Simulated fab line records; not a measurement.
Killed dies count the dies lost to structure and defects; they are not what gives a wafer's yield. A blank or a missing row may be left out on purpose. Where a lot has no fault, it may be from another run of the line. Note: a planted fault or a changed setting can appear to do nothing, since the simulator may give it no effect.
Which tool was responsible?    flow n5Finfet    23 lots, 69 wafers sampled, at 6 steps of a route of 1938

== WHAT EACH GAUGE READ, for each wafer ==
N5_BEOL_M3_RS_MEAS_58: the measuring method here is four-point-probe. Usual: M3_RS gives 0.66 ohm/sq (standard deviation 0.031).
lot   measured      on            M3_RS (ohm/sq)  flag
L075  day 7 12:08   filmMetro-02  0.63 0.65 0.66  
L074  day 7 16:09   filmMetro-02  0.63 0.65 0.61  
L076  day 8 04:02   filmMetro-01  0.67 0.66 0.69  
L077  day 8 10:13   filmMetro-01  0.70 0.66 0.68  
L078  day 8 13:18   filmMetro-01  0.71 0.77 0.63  
L079  day 8 17:46   filmMetro-01  0.68 0.66 0.63  
L080  day 8 20:11   filmMetro-01  0.67 0.68 0.66  
L081  day 8 23:44   filmMetro-01  0.72 0.66 0.65  
L082  day 9 12:32   filmMetro-01  0.68 0.65 0.65  
L084  day 10 00:37  filmMetro-01  0.74 0.65 0.67  
L085  day 10 03:40  filmMetro-01  0.67 0.71 0.64  
L087  day 12 09:08  filmMetro-01  0.67 0.61 0.65  
L088  day 12 18:11  filmMetro-02  0.66 0.67 0.65  
L086  day 12 19:25  filmMetro-01  0.66 0.61 0.65  
L095  day 13 01:15  filmMetro-01  0.73 0.65 0.65  
L096  day 13 01:24  filmMetro-01  0.71 0.64 0.65  
L089  day 12 23:20  filmMetro-02  0.64 0.63 0.64  
L091  day 12 23:43  filmMetro-01  0.66 0.64 0.67  
L093  day 13 03:11  filmMetro-01  0.67 0.64 0.64  
L094  day 13 05:03  filmMetro-02  0.72 0.66 0.64  
L090  day 13 03:59  filmMetro-01  0.73 0.61 0.67  
L092  day 13 06:17  filmMetro-01  0.69 0.68 0.67  
L097  day 13 09:46  filmMetro-02  0.63 0.63 0.61  

== TOOL THAT RAN EACH LOT (tool first, then ch and the chambers of the sampled wafers, then the start) ==
lot   N5_BEOL_M3_DESCUM_33               N5_BEOL_M3_ETCH_69                 N5_BEOL_M3_ALD_98                 N5_BEOL_M3_VIA_ETCH_34             N5_BEOL_M3_ANNEAL_51
L075  rieDiel-02 ch 1,2, day 7 00:53     rieDiel-02 ch 1,2, day 7 00:56     aldSin-02 ch 0,1,3, day 7 01:01   rieDiel-02 ch 0,3, day 7 07:43     rtpAnneal-01 ch 0, day 7 11:19
L074  rieDiel-02 ch 0,3, day 7 10:31     rieDiel-02 ch 0,3, day 7 10:34     aldSin-01 ch 0,1,2, day 7 10:38   rieDiel-02 ch 0,2,3, day 7 11:48   rtpAnneal-01 ch 0, day 7 15:20
L076  rieDiel-04 ch 0,1,2, day 7 16:39   rieDiel-04 ch 0,1,2, day 7 16:42   aldSin-01 ch 1,2,3, day 7 16:47   rieDiel-02 ch 2,3, day 7 22:56     rtpAnneal-02 ch 0, day 8 03:14
L077  rieDiel-04 ch 0,1,2, day 7 17:39   rieDiel-04 ch 0,1,2, day 7 17:42   aldSin-02 ch 0,1,2, day 7 17:47   rieDiel-02 ch 0,2, day 8 03:52     rtpAnneal-02 ch 0, day 8 09:21
L078  rieDiel-04 ch 1,2, day 8 02:28     rieDiel-04 ch 1,2, day 8 02:31     aldSin-03 ch 0,2, day 8 02:41     rieDiel-02 ch 0,2,3, day 8 09:17   rtpAnneal-02 ch 0, day 8 12:25
L079  rieDiel-02 ch 0,2,3, day 8 10:48   rieDiel-02 ch 0,2,3, day 8 10:51   aldSin-03 ch 0,2,3, day 8 11:32   rieDiel-04 ch 0,1,2, day 8 13:08   rtpAnneal-01 ch 0, day 8 16:44
L080  rieDiel-02 ch 0,1,2, day 8 10:59   rieDiel-02 ch 0,1,2, day 8 11:02   aldSin-03 ch 0,1,2, day 8 11:38   rieDiel-03 ch 0,2,3, day 8 15:52   rtpAnneal-01 ch 0, day 8 19:17
L081  rieDiel-04 ch 0,1,3, day 8 18:35   rieDiel-04 ch 0,1,3, day 8 18:38   aldSin-02 ch 0,2,3, day 8 18:43   rieDiel-04 ch 1,2, day 8 19:22     rtpAnneal-02 ch 0, day 8 22:58
L082  rieDiel-03 ch 0,2, day 9 04:52     rieDiel-03 ch 0,2, day 9 04:55     aldSin-03 ch 1,3, day 9 05:07     rieDiel-03 ch 0,1,3, day 9 08:32   rtpAnneal-01 ch 0, day 9 11:41
L084  rieDiel-04 ch 0,1, day 9 19:49     rieDiel-04 ch 0,1, day 9 19:52     aldSin-02 ch 1,2, day 9 19:56     rieDiel-03 ch 0,3, day 9 20:16     rtpAnneal-01 ch 0, day 9 23:37
L085  rieDiel-03 ch 1,3, day 9 21:23     rieDiel-03 ch 1,3, day 9 21:26     aldSin-02 ch 0,2, day 9 21:31     rieDiel-04 ch 1,3, day 9 22:55     rtpAnneal-02 ch 0, day 10 02:32
L087  rieDiel-03 ch 0,1, day 12 04:20    rieDiel-03 ch 0,1, day 12 04:23    aldSin-01 ch 0,2, day 12 04:28    rieDiel-02 ch 0,1, day 12 04:55    rtpAnneal-01 ch 0, day 12 08:17
L088  rieDiel-02 ch 0,2,3, day 12 09:34  rieDiel-02 ch 0,2,3, day 12 09:37  aldSin-02 ch 1,2,3, day 12 11:11  rieDiel-03 ch 1,2,3, day 12 13:29  rtpAnneal-02 ch 0, day 12 17:20
L086  rieDiel-03 ch 0,3, day 12 09:47    rieDiel-03 ch 0,3, day 12 09:50    aldSin-02 ch 0,1,2, day 12 11:17  rieDiel-04 ch 0,1,3, day 12 13:30  rtpAnneal-01 ch 0, day 12 18:34
L095  rieDiel-04 ch 1,2, day 12 12:04    rieDiel-04 ch 1,2, day 12 12:07    aldSin-02 ch 2,3, day 12 12:48    rieDiel-03 ch 2,3, day 12 19:30    rtpAnneal-01 ch 0, day 13 00:24
L096  rieDiel-03 ch 0,1, day 12 12:53    rieDiel-03 ch 0,1, day 12 12:56    aldSin-02 ch 0,1,2, day 12 13:03  rieDiel-04 ch 1,3, day 12 19:41    rtpAnneal-02 ch 0, day 13 00:31
L089  rieDiel-04 ch 0,1,3, day 12 15:20  rieDiel-04 ch 0,1,3, day 12 15:23  aldSin-02 ch 0,1, day 12 15:28    rieDiel-02 ch 0,3, day 12 17:52    rtpAnneal-02 ch 0, day 12 22:34
L091  rieDiel-02 ch 2,3, day 12 15:26    rieDiel-02 ch 2,3, day 12 15:29    aldSin-01 ch 2,3, day 12 16:14    rieDiel-02 ch 2,3, day 12 19:26    rtpAnneal-02 ch 0, day 12 22:57
L093  rieDiel-03 ch 0,2, day 12 16:16    rieDiel-03 ch 0,2, day 12 16:19    aldSin-01 ch 0,2, day 12 16:29    rieDiel-04 ch 0,1,3, day 12 22:28  rtpAnneal-02 ch 0, day 13 02:25
L094  rieDiel-04 ch 0,1, day 12 18:07    rieDiel-04 ch 0,1, day 12 18:10    aldSin-01 ch 1,3, day 12 18:14    rieDiel-03 ch 1,2,3, day 12 23:52  rtpAnneal-01 ch 0, day 13 04:10
L090  rieDiel-02 ch 0,1,2, day 12 18:25  rieDiel-02 ch 0,1,2, day 12 18:28  aldSin-02 ch 0,2,3, day 12 18:33  rieDiel-02 ch 0,1,2, day 12 23:48  rtpAnneal-02 ch 0, day 13 03:08
L092  rieDiel-03 ch 0,1,3, day 12 18:49  rieDiel-03 ch 0,1,3, day 12 18:52  aldSin-01 ch 0,3, day 12 18:57    rieDiel-03 ch 0,1,3, day 13 00:14  rtpAnneal-02 ch 0, day 13 05:25
L097  rieDiel-04 ch 0,1,3, day 12 21:24  rieDiel-04 ch 0,1,3, day 12 21:28  aldSin-01 ch 0,1,2, day 12 21:31  rieDiel-02 ch 1,2, day 13 05:26    rtpAnneal-01 ch 0, day 13 09:03
- N5_BEOL_M3_DESCUM_33: chemistry O2, time 7 s.
- N5_BEOL_M3_ETCH_69: etches SiARC in CF4, target depth 15.6 nm, time 26 s.
- N5_BEOL_M3_ALD_98: deposits SiO2, target thk 2.5 nm, pulse time 1 s, co reactant pulse time 1 s.
- N5_BEOL_M3_VIA_ETCH_34: etches the open film in C4F6/O2, target depth 69.4 nm, time 65.9 s.
- N5_BEOL_M3_ANNEAL_51: time 90 s.

== WHAT THE TOOLS THEMSELVES READ (means of the sampled wafers that have a number; where no wafer has one, the mark that the record gives instead) ==
N5_BEOL_M3_DESCUM_33. Usual: drypumpMotorCurrentA 5.8 A, standard deviation 0.38; oesProductAu 0.79 a.u., standard deviation 0.088; rfVppV 243.0 V, standard deviation 1.3; showerheadPlenumPTorr 2.08 Torr, standard deviation 0.062; throttleValvePct 20.44 %, standard deviation 0.14.
lot   tool        drypumpMotorCurrentA (A)  oesProductAu (a.u.)  rfVppV (V)  showerheadPlenumPTorr (Torr)  throttleValvePct (%)  flag
L075  rieDiel-02  6.4                       0.84                 243.5       2.14                          20.33                 
L074  rieDiel-02  6.0                       0.78                 243.9       2.13                          20.35                 
L076  rieDiel-04  5.6                       0.74                 243.2       2.06                          20.45                 
L077  rieDiel-04  5.6                       0.75                 242.1       2.06                          20.45                 
L078  rieDiel-04  5.6                       0.77                 242.2       2.05                          20.45                 
L079  rieDiel-02  6.0                       0.82                 243.9       2.16                          20.35                 
L080  rieDiel-02  6.4                       0.77                 242.9       2.11                          20.35                 
L081  rieDiel-04  5.7                       0.81                 242.8       2.05                          20.44                 
L082  rieDiel-03  5.5                       0.70                 242.6       2.02                          20.76                 
L084  rieDiel-04  5.5                       0.73                 243.4       2.05                          20.51                 
L085  rieDiel-03  5.4                       0.94                 243.2       2.13                          20.33                 
L087  rieDiel-03  5.4                       0.76                 242.7       2.03                          20.66                 
L088  rieDiel-02  6.1                       0.78                 244.4       2.15                          20.40                 
L086  rieDiel-03  5.6                       0.83                 243.8       2.09                          20.44                 
L095  rieDiel-04  5.6                       0.74                 242.7       2.04                          20.50                 
L096  rieDiel-03  5.3                       0.82                 243.0       2.08                          20.54                 
L089  rieDiel-04  5.7                       0.77                 242.6       2.04                          20.48                 
L091  rieDiel-02  6.1                       0.83                 243.6       2.17                          20.39                 
L093  rieDiel-03  5.6                       0.78                 241.9       2.01                          20.65                 
L094  rieDiel-04  5.5                       0.72                 242.2       2.05                          20.54                 
L090  rieDiel-02  6.4                       0.74                 242.4       2.10                          20.40                 
L092  rieDiel-03  5.5                       0.82                 243.5       2.08                          20.49                 
L097  rieDiel-04  5.6                       0.77                 242.4       2.04                          20.48                 

N5_BEOL_M3_ETCH_69. Usual: drypumpMotorCurrentA 5.8 A, standard deviation 0.38; etchRfOnTimeS 25.9 s, standard deviation 0.39; oesProductAu 0.68 a.u., standard deviation 0.07; rfVppV 183.8 V, standard deviation 1.1; showerheadPlenumPTorr 2.13 Torr, standard deviation 0.06; throttleValvePct 15.60 %, standard deviation 0.19.
lot   tool        drypumpMotorCurrentA (A)  etchRfOnTimeS (s)  oesProductAu (a.u.)  rfVppV (V)  showerheadPlenumPTorr (Torr)  throttleValvePct (%)  flag
L075  rieDiel-02  6.4                       26.2               0.70                 185.1       2.16                          15.35                 
L074  rieDiel-02  6.0                       25.6               0.67                 185.4       2.17                          15.54                 
L076  rieDiel-04  5.6                       25.7               0.64                 184.1       2.11                          15.62                 
L077  rieDiel-04  5.6                       25.9               0.65                 183.5       2.11                          15.62                 
L078  rieDiel-04  5.6                       25.8               0.67                 183.3       2.09                          15.61                 
L079  rieDiel-02  6.0                       26.1               0.70                 185.6       2.19                          15.46                 
L080  rieDiel-02  6.3                       26.0               0.65                 183.5       2.14                          15.48                 
L081  rieDiel-04  5.7                       25.9               0.68                 183.4       2.09                          15.55                 
L082  rieDiel-03  5.6                       26.0               0.61                 182.9       2.07                          15.98                 
L084  rieDiel-04  5.5                       25.7               0.64                 183.4       2.10                          15.68                 
L085  rieDiel-03  5.4                       26.0               0.80                 183.7       2.19                          15.54                 
L087  rieDiel-03  5.4                       25.9               0.65                 183.0       2.09                          15.86                 
L088  rieDiel-02  6.1                       26.2               0.66                 184.3       2.18                          15.51                 
L086  rieDiel-03  5.6                       25.9               0.71                 183.6       2.14                          15.65                 
L095  rieDiel-04  5.6                       25.7               0.64                 183.5       2.08                          15.69                 
L096  rieDiel-03  5.3                       26.1               0.69                 183.8       2.13                          15.75                 
L089  rieDiel-04  5.7                       25.8               0.66                 183.0       2.08                          15.62                 
L091  rieDiel-02  6.1                       26.2               0.70                 184.9       2.19                          15.40                 
L093  rieDiel-03  5.6                       25.5               0.68                 182.7       2.07                          15.85                 
L094  rieDiel-04  5.5                       25.7               0.62                 182.8       2.09                          15.74                 
L090  rieDiel-02  6.3                       26.2               0.63                 183.6       2.13                          15.55                 
L092  rieDiel-03  5.5                       26.2               0.70                 184.5       2.13                          15.70                 
L097  rieDiel-04  5.7                       25.9               0.66                 183.6       2.08                          15.61                 

N5_BEOL_M3_ALD_98. Usual: chamberPressureTorr 2.000 Torr, standard deviation 0.0042; heaterPowerW 75 W, standard deviation 9; precursorPulseHeightRel 1.000, standard deviation 0.019.
lot   tool       chamberPressureTorr (Torr)  heaterPowerW (W)  precursorPulseHeightRel  flag
L075  aldSin-02  1.997                       79                0.986                    
L074  aldSin-01  2.002                       68                1.004                    
L076  aldSin-01  1.999                       77                0.994                    
L077  aldSin-02  2.003                       73                0.998                    
L078  aldSin-03  1.997                       75                1.009                    
L079  aldSin-03  2.001                       80                0.987                    
L080  aldSin-03  1.998                       78                1.006                    
L081  aldSin-02  1.995                       70                0.996                    
L082  aldSin-03  1.997                       85                1.012                    
L084  aldSin-02  1.998                       70                0.992                    
L085  aldSin-02  2.002                       66                1.019                    
L087  aldSin-01  2.001                       71                0.995                    
L088  aldSin-02  1.999                       73                0.999                    
L086  aldSin-02  2.003                       74                1.016                    
L095  aldSin-02  2.001                       66                1.011                    
L096  aldSin-02  1.998                       74                0.989                    
L089  aldSin-02  1.999                       77                1.014                    
L091  aldSin-01  2.001                       77                0.997                    
L093  aldSin-01  1.993                       70                1.014                    
L094  aldSin-01  2.004                       85                1.004                    
L090  aldSin-02  2.001                       70                0.995                    
L092  aldSin-01  2.004                       88                1.008                    
L097  aldSin-01  2.002                       68                1.002                    

N5_BEOL_M3_VIA_ETCH_34. Usual: drypumpMotorCurrentA 5.8 A, standard deviation 0.4; oes_f_703_au 0.79 a.u., standard deviation 0.077; oesProductAu 0.80 a.u., standard deviation 0.085; rfVppV 660 V, standard deviation 8.9; showerheadPlenumPTorr 2.83 Torr, standard deviation 0.08; throttleValvePct 30.64 %, standard deviation 0.24.
lot   tool        drypumpMotorCurrentA (A)  oes_f_703_au (a.u.)  oesProductAu (a.u.)  rfVppV (V)  showerheadPlenumPTorr (Torr)  throttleValvePct (%)  flag
L075  rieDiel-02  5.8                       0.84                 0.85                 662         2.94                          30.43                 
L074  rieDiel-02  6.1                       0.82                 0.84                 663         2.89                          30.37                 
L076  rieDiel-02  5.8                       0.86                 0.88                 661         2.96                          30.45                 
L077  rieDiel-02  6.3                       0.78                 0.77                 666         2.83                          30.33                 
L078  rieDiel-02  6.1                       0.82                 0.81                 663         2.89                          30.39                 
L079  rieDiel-04  5.6                       0.76                 0.74                 661         2.79                          30.70                 
L080  rieDiel-03  5.6                       0.69                 0.70                 664         2.82                          30.99                 
L081  rieDiel-04  5.6                       0.77                 0.77                 654         2.77                          30.74                 
L082  rieDiel-03  5.5                       0.87                 0.87                 655         2.84                          30.82                 
L084  rieDiel-03  5.6                       0.86                 0.88                 657         2.84                          30.64                 
L085  rieDiel-04  5.6                       0.83                 0.83                 646         2.76                          30.72                 
L087  rieDiel-02  6.3                       0.71                 0.70                 668         2.80                          30.46                 
L088  rieDiel-03  5.5                       0.88                 0.90                 663         2.86                          30.75                 
L086  rieDiel-04  5.7                       0.79                 0.78                 651         2.77                          30.71                 
L095  rieDiel-03  5.7                       0.89                 0.90                 664         2.86                          30.59                 
L096  rieDiel-04  5.6                       0.80                 0.79                 646         2.75                          30.75                 
L089  rieDiel-02  6.0                       0.75                 0.75                 664         2.85                          30.42                 
L091  rieDiel-02  6.1                       0.80                 0.82                 661         2.90                          30.44                 
L093  rieDiel-04  5.7                       0.79                 0.77                 651         2.77                          30.71                 
L094  rieDiel-03  5.5                       0.88                 0.90                 663         2.86                          30.77                 
L090  rieDiel-02  6.3                       0.74                 0.73                 666         2.82                          30.47                 
L092  rieDiel-03  5.5                       0.80                 0.81                 655         2.83                          30.86                 
L097  rieDiel-02  6.4                       0.76                 0.77                 664         2.84                          30.48                 

N5_BEOL_M3_ANNEAL_51. Usual: wafer_temp_C_max at 226.1, with a standard deviation of 0.36.
lot   tool          wafer_temp_C_max  flag
L075  rtpAnneal-01  226.7             
L074  rtpAnneal-01  226.2             
L076  rtpAnneal-02  225.6             
L077  rtpAnneal-02  225.7             
L078  rtpAnneal-02  225.8             
L079  rtpAnneal-01  226.5             
L080  rtpAnneal-01  226.3             
L081  rtpAnneal-02  226.1             
L082  rtpAnneal-01  226.5             
L084  rtpAnneal-01  226.3             
L085  rtpAnneal-02  226.0             
L087  rtpAnneal-01  226.3             
L088  rtpAnneal-02  225.9             
L086  rtpAnneal-01  226.2             
L095  rtpAnneal-01  226.2             
L096  rtpAnneal-02  225.9             
L089  rtpAnneal-02  225.9             
L091  rtpAnneal-02  225.9             
L093  rtpAnneal-02  225.7             
L094  rtpAnneal-01  226.3             
L090  rtpAnneal-02  225.7             
L092  rtpAnneal-02  225.9             
L097  rtpAnneal-01  226.4             

== THE ANSWER, worked out from the rows above alone ==
Rule: take the mean of a lot's wafers that have a number; if it is more than 3 standard deviations from the usual mean, the lot is off. A lot without any number at a reading at which 4 lots or more have one is off too. The other lots that the step has rows for count as sound. Order of review: gauges by route order, followed by the tools' own readings, for which a lot's mean as printed above is used. At the first step where some lot is off, the reading lying furthest off is the one used; lots without a number count as furthest.
No lot is off on any of the readings shown, so nothing can be concluded from this.

== WHAT THE SIMULATOR HAD INSERTED ==
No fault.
